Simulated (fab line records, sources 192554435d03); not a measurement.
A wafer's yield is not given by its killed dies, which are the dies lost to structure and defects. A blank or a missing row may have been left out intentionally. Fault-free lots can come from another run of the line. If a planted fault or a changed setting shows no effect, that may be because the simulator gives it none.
Split-lot experiment || flow n5 finfet || 21 wafers read from 7 lots, route of 1938 steps

THE SPLIT
At N5_BEOL_M14_SPUTTER_43 (material TaN, target thk 15 nm, time 24.19 s), the setting power w was moved away from the recipe's 15000 W on 7 of the 21 wafers read, by -9.1% to +6.3%. The other wafers ran this setting at the recipe's value.

Reading taken at the split's own step.

THE READING
TaN_of_BEOL_M14_SPUTTER_43.thk nm (the simulator's own value, which no gauge read), in nm, at N5_BEOL_M14_SPUTTER_43 (material TaN, target thk 15 nm, time 24.19 s). The file gives no usual value for it. Average 15.1 nm, standard deviation 0.16 nm, over the 14 wafers here run with the recipe.

{"wafer": "L080.4", "tool, chamber at the split": "pvd sputter-03, -", "power w as run, W": 15000, "against the recipe": "recipe", "TaN_of_BEOL_M14_SPUTTER_43.thk nm, nm": 15.2, "against lot-mates on the recipe": "-"}
{"wafer": "L080.6", "tool, chamber at the split": "pvd sputter-03, -", "power w as run, W": 15000, "against the recipe": "recipe", "TaN_of_BEOL_M14_SPUTTER_43.thk nm, nm": 15.2, "against lot-mates on the recipe": "-"}
{"wafer": "L080.5", "tool, chamber at the split": "pvd sputter-03, -", "power w as run, W": 15000, "against the recipe": "recipe", "TaN_of_BEOL_M14_SPUTTER_43.thk nm, nm": 15, "against lot-mates on the recipe": "-"}
{"wafer": "L083.1", "tool, chamber at the split": "pvd sputter-03, -", "power w as run, W": 15000, "against the recipe": "recipe", "TaN_of_BEOL_M14_SPUTTER_43.thk nm, nm": 15, "against lot-mates on the recipe": "-"}
{"wafer": "L083.3", "tool, chamber at the split": "pvd sputter-03, -", "power w as run, W": 15830, "against the recipe": "+5.5%", "TaN_of_BEOL_M14_SPUTTER_43.thk nm, nm": 15.8, "against lot-mates on the recipe": "+0.8"}
{"wafer": "L083.4", "tool, chamber at the split": "pvd sputter-03, -", "power w as run, W": 15830, "against the recipe": "+5.5%", "TaN_of_BEOL_M14_SPUTTER_43.thk nm, nm": 15.8, "against lot-mates on the recipe": "+0.8"}
{"wafer": "L082.1", "tool, chamber at the split": "pvd sputter-03, -", "power w as run, W": 14140, "against the recipe": "-5.7%", "TaN_of_BEOL_M14_SPUTTER_43.thk nm, nm": 14, "against lot-mates on the recipe": -1.0}
{"wafer": "L082.3", "tool, chamber at the split": "pvd sputter-03, -", "power w as run, W": 14140, "against the recipe": "-5.7%", "TaN_of_BEOL_M14_SPUTTER_43.thk nm, nm": 14, "against lot-mates on the recipe": -1.0}
{"wafer": "L082.4", "tool, chamber at the split": "pvd sputter-03, -", "power w as run, W": 15000, "against the recipe": "recipe", "TaN_of_BEOL_M14_SPUTTER_43.thk nm, nm": 15, "against lot-mates on the recipe": "-"}
{"wafer": "L085.1", "tool, chamber at the split": "pvd sputter-01, -", "power w as run, W": 15940, "against the recipe": "+6.3%", "TaN_of_BEOL_M14_SPUTTER_43.thk nm, nm": 15.8, "against lot-mates on the recipe": "+1.0"}
{"wafer": "L085.2", "tool, chamber at the split": "pvd sputter-01, -", "power w as run, W": 15000, "against the recipe": "recipe", "TaN_of_BEOL_M14_SPUTTER_43.thk nm, nm": 14.8, "against lot-mates on the recipe": "-"}
{"wafer": "L085.3", "tool, chamber at the split": "pvd sputter-01, -", "power w as run, W": 15000, "against the recipe": "recipe", "TaN_of_BEOL_M14_SPUTTER_43.thk nm, nm": 14.8, "against lot-mates on the recipe": "-"}
{"wafer": "L087.3", "tool, chamber at the split": "pvd sputter-02, -", "power w as run, W": 15000, "against the recipe": "recipe", "TaN_of_BEOL_M14_SPUTTER_43.thk nm, nm": 15.2, "against lot-mates on the recipe": "-"}
{"wafer": "L087.4", "tool, chamber at the split": "pvd sputter-02, -", "power w as run, W": 13630, "against the recipe": "-9.1%", "TaN_of_BEOL_M14_SPUTTER_43.thk nm, nm": 13.8, "against lot-mates on the recipe": -1.3}
{"wafer": "L087.6", "tool, chamber at the split": "pvd sputter-02, -", "power w as run, W": 15000, "against the recipe": "recipe", "TaN_of_BEOL_M14_SPUTTER_43.thk nm, nm": 15, "against lot-mates on the recipe": "-"}
{"wafer": "L092.1", "tool, chamber at the split": "pvd sputter-01, -", "power w as run, W": 15000, "against the recipe": "recipe", "TaN_of_BEOL_M14_SPUTTER_43.thk nm, nm": 14.8, "against lot-mates on the recipe": "-"}
{"wafer": "L092.4", "tool, chamber at the split": "pvd sputter-01, -", "power w as run, W": 15000, "against the recipe": "recipe", "TaN_of_BEOL_M14_SPUTTER_43.thk nm, nm": 15.2, "against lot-mates on the recipe": "-"}
{"wafer": "L092.5", "tool, chamber at the split": "pvd sputter-01, -", "power w as run, W": 14320, "against the recipe": "-4.5%", "TaN_of_BEOL_M14_SPUTTER_43.thk nm, nm": 14, "against lot-mates on the recipe": -1.0}
{"wafer": "L093.1", "tool, chamber at the split": "pvd sputter-03, -", "power w as run, W": 15000, "against the recipe": "recipe", "TaN_of_BEOL_M14_SPUTTER_43.thk nm, nm": 15.2, "against lot-mates on the recipe": "-"}
{"wafer": "L093.4", "tool, chamber at the split": "pvd sputter-03, -", "power w as run, W": 15000, "against the recipe": "recipe", "TaN_of_BEOL_M14_SPUTTER_43.thk nm, nm": 15.2, "against lot-mates on the recipe": "-"}
{"wafer": "L093.6", "tool, chamber at the split": "pvd sputter-03, -", "power w as run, W": 15000, "against the recipe": "recipe", "TaN_of_BEOL_M14_SPUTTER_43.thk nm, nm": 15.2, "against lot-mates on the recipe": "-"}

FIT RESULTS
A straight line over all 21 wafers: TaN_of_BEOL_M14_SPUTTER_43.thk nm changes by +0.151 nm for each +1% of power w; r = +0.96; the points scatter about the line by 0.18 nm.
The same after taking each lot's own level away (the mean of its wafers on the recipe; 21 wafers): +0.158 nm for each +1%; r = +0.98; scatter 0.11 nm.
According to that fit, moving power w by its largest amount changes the reading by 1.4 nm.
The span of the lots' own levels, 14.80 to 15.20 nm, comes to 2.5 times the standard deviation stated above.
So the lot-to-lot level changes the slope little: the two slopes agree.
Check: with one of the wafers moved furthest among these (-9.1%) left out of the fit, the line predicts -1.55 nm for it against its lot-mates. It came out at -1.3 nm against them.

ADDITIONAL SPLITS CARRIED BY THESE WAFERS
These wafers also went through other splits before the reading. Each is held against what the fit with the lots' levels taken away leaves over:
{"other split on the same wafers": "N5_BEOL_M12_EXPOSE_07 dose mj", "wafers away from the commonest value": 11, "r with TaN_of_BEOL_M14_SPUTTER_43.thk nm (lot level and that fit taken away)": -0.08}
{"other split on the same wafers": "N5_BEOL_M13_COAT_66 spin rpm", "wafers away from the commonest value": 6, "r with TaN_of_BEOL_M14_SPUTTER_43.thk nm (lot level and that fit taken away)": -0.44}
{"other split on the same wafers": "N5_BEOL_M13_DESCUM_33 time s", "wafers away from the commonest value": 4, "r with TaN_of_BEOL_M14_SPUTTER_43.thk nm (lot level and that fit taken away)": "+0.21"}
{"other split on the same wafers": "N5_BEOL_M13_SPUTTER_43 time s", "wafers away from the commonest value": 7, "r with TaN_of_BEOL_M14_SPUTTER_43.thk nm (lot level and that fit taken away)": -0.26}

FILE'S OWN FIT
TaN_of_BEOL_M14_SPUTTER_43.thk nm changes by +0.159 nm for each +1% of power w, r = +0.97.
